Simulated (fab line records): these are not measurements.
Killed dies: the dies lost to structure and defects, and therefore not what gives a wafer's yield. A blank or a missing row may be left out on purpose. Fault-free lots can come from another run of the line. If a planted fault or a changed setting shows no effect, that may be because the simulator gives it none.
Chamber matching :: flow nand-harc :: rie-diel-02 running NHARC_A_STAIRCASE_DESCUM_312: 4 sister chambers
The step chemistry O2, time 3 s. 14 wafers are shown with their chamber, then 7 later ones without.

== WAFERS WITH THEIR CHAMBER ==
wafer: L078.1
chamber: 0
showerhead-plenum-p-Torr (Torr): 1.86
drypump-motor-current-A (A): 6.1
oes-product-au (a.u.): 1.004

wafer: L078.3
chamber: 3
showerhead-plenum-p-Torr (Torr): 2.06
drypump-motor-current-A (A): 5.5
oes-product-au (a.u.): 0.996

wafer: L078.6
chamber: 0
showerhead-plenum-p-Torr (Torr): 1.86
drypump-motor-current-A (A): 6.1
oes-product-au (a.u.): 1.013

wafer: L080.1
chamber: 1
showerhead-plenum-p-Torr (Torr): 1.92
drypump-motor-current-A (A): 6.2
oes-product-au (a.u.): 1.009

wafer: L080.2
chamber: 0
showerhead-plenum-p-Torr (Torr): 1.86
drypump-motor-current-A (A): 6.1
oes-product-au (a.u.): 1.014

wafer: L080.4
chamber: 2
showerhead-plenum-p-Torr (Torr): 1.80
drypump-motor-current-A (A): 6.1
oes-product-au (a.u.): 1.014

wafer: L089.4
chamber: 0
showerhead-plenum-p-Torr (Torr): 1.85
drypump-motor-current-A (A): 6.2
oes-product-au (a.u.): 1.011

wafer: L089.5
chamber: 0
showerhead-plenum-p-Torr (Torr): 1.85
drypump-motor-current-A (A): 6.1
oes-product-au (a.u.): 1.013

wafer: L089.6
chamber: 1
showerhead-plenum-p-Torr (Torr): 1.91
drypump-motor-current-A (A): 6.2
oes-product-au (a.u.): 1.014

wafer: L088.2
chamber: 0
showerhead-plenum-p-Torr (Torr): 1.85
drypump-motor-current-A (A): 6.1
oes-product-au (a.u.): 1.027

wafer: L088.3
chamber: 2
showerhead-plenum-p-Torr (Torr): 1.79
drypump-motor-current-A (A): 6.1
oes-product-au (a.u.): 1.017

wafer: L088.6
chamber: 1
showerhead-plenum-p-Torr (Torr): 1.91
drypump-motor-current-A (A): 6.2
oes-product-au (a.u.): 1.023

wafer: L091.1
chamber: 0
showerhead-plenum-p-Torr (Torr): 1.85
drypump-motor-current-A (A): 6.2
oes-product-au (a.u.): 1.014

wafer: L091.5
chamber: 2
showerhead-plenum-p-Torr (Torr): 1.79
drypump-motor-current-A (A): 6.1
oes-product-au (a.u.): 1.007

SIGNATURES, as means of the wafers listed above
reading: showerhead-plenum-p-Torr
chamber 0: 1.8543
chamber 1: 1.9133
chamber 2: 1.7933
chamber 3: 2.0600
scatter within a chamber: 0.00552

reading: drypump-motor-current-A
chamber 0: 6.129
chamber 1: 6.200
chamber 2: 6.100
chamber 3: 5.500
scatter within a chamber: 0.0378

reading: oes-product-au
chamber 0: 1.01371
chamber 1: 1.01533
chamber 2: 1.01267
chamber 3: 0.99600
scatter within a chamber: 0.00658
Rule: a wafer lies at a distance from a chamber equal to the root of the sum of squares, over the readings, of (its reading less the chamber's mean, divided by the reading's scatter). The wafer belongs to the nearest chamber; if the next one is less than 2 further off, it can't be placed. The scatter: the root of (the sum of the squares of (reading less its chamber's mean) over the shown wafers, divided by (wafers less chambers)).

== WAFERS MISSING THEIR CHAMBER ==
wafer: L091.6
showerhead-plenum-p-Torr (Torr): 2.04
drypump-motor-current-A (A): 5.5
oes-product-au (a.u.): 0.982

wafer: L095.1
showerhead-plenum-p-Torr (Torr): 1.79
drypump-motor-current-A (A): 6.1
oes-product-au (a.u.): 1.028

wafer: L095.2
showerhead-plenum-p-Torr (Torr): 1.84
drypump-motor-current-A (A): 6.1
oes-product-au (a.u.): 0.997

wafer: L095.4
showerhead-plenum-p-Torr (Torr): 2.04
drypump-motor-current-A (A): 5.5
oes-product-au (a.u.): 0.991

wafer: L096.2
showerhead-plenum-p-Torr (Torr): 2.04
drypump-motor-current-A (A): 5.5
oes-product-au (a.u.): 0.979

wafer: L096.4
showerhead-plenum-p-Torr (Torr): 1.90
drypump-motor-current-A (A): 6.2
oes-product-au (a.u.): 1.005

wafer: L096.6
showerhead-plenum-p-Torr (Torr): 1.79
drypump-motor-current-A (A): 6.1
oes-product-au (a.u.): 1.011

== EACH ONE'S CHAMBER ==
wafer: L091.6
from the rows above: 3
in truth: 3

wafer: L095.1
from the rows above: 2
in truth: 2

wafer: L095.2
from the rows above: 0
in truth: 0

wafer: L095.4
from the rows above: 3
in truth: 3

wafer: L096.2
from the rows above: 3
in truth: 3

wafer: L096.4
from the rows above: 1
in truth: 1

wafer: L096.6
from the rows above: 2
in truth: 2
Correct placement for 7 of the 7. Not placeable from these rows: 0. Number placed wrongly: 0.
